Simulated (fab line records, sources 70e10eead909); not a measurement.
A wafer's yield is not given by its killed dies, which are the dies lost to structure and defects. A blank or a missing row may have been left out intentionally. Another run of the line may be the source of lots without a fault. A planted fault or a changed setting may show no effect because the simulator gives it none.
Matching of chambers || flow nand-harc || pecvd-01 running NHARC_A_SGD_CUT_DEP_00: 3 sister chambers
The step deposits SiNx, target thk 50 nm. 6 wafers are shown with their chamber, then 12 later ones without.

## WAFERS WITH THEIR CHAMBER
{"wafer": "L082.2", "chamber": 1, "heater-power-w (W)": 562}
{"wafer": "L082.3", "chamber": 2, "heater-power-w (W)": 676}
{"wafer": "L082.4", "chamber": 1, "heater-power-w (W)": 539}
{"wafer": "L082.1", "chamber": 0, "heater-power-w (W)": 753}
{"wafer": "L082.5", "chamber": 0, "heater-power-w (W)": 784}
{"wafer": "L082.6", "chamber": 2, "heater-power-w (W)": 704}

## WAFERS WITH NO CHAMBER GIVEN
{"wafer": "L089.1", "heater-power-w (W)": 873}
{"wafer": "L089.4", "heater-power-w (W)": 529}
{"wafer": "L089.5", "heater-power-w (W)": 879}
{"wafer": "L091.4", "heater-power-w (W)": 609}
{"wafer": "L091.5", "heater-power-w (W)": 877}
{"wafer": "L091.6", "heater-power-w (W)": 580}
{"wafer": "L094.1", "heater-power-w (W)": 590}
{"wafer": "L094.2", "heater-power-w (W)": 789}
{"wafer": "L094.3", "heater-power-w (W)": 566}
{"wafer": "L094.4", "heater-power-w (W)": 562}
{"wafer": "L094.5", "heater-power-w (W)": 812}
{"wafer": "L094.6", "heater-power-w (W)": 623}

## EACH ONE'S CHAMBER
{"wafer": "L089.1", "from the rows above": 0, "in truth": 0}
{"wafer": "L089.4", "from the rows above": 1, "in truth": 1}
{"wafer": "L089.5", "from the rows above": 0, "in truth": 0}
{"wafer": "L091.4", "from the rows above": "can't be placed: 1 or 2", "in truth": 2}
{"wafer": "L091.5", "from the rows above": 0, "in truth": 0}
{"wafer": "L091.6", "from the rows above": 1, "in truth": 1}
{"wafer": "L094.1", "from the rows above": 1, "in truth": 1}
{"wafer": "L094.2", "from the rows above": 0, "in truth": 0}
{"wafer": "L094.3", "from the rows above": 1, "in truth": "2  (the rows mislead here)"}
{"wafer": "L094.4", "from the rows above": 1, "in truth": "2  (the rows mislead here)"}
{"wafer": "L094.5", "from the rows above": 0, "in truth": 0}
{"wafer": "L094.6", "from the rows above": "can't be placed: 2 or 1", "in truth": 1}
Placed correctly: 8 of 12. Cannot be placed on the basis of these rows: 2; the candidates contain the true chamber in 2. Wrongly placed: 2.
How it was worked out, from the rows above alone: a wafer's distance from a chamber is the root of the sum, over the readings, of the square of ((its reading less the chamber's mean) divided by the reading's scatter). The wafer belongs to the nearest chamber; if the next one is less than 2 further off, it can't be placed. Each chamber's mean is taken over the wafers shown for it. The scatter: take each reading less its chamber's mean, square it, sum over the shown wafers, divide by the number of wafers less the number of chambers, and take the root.
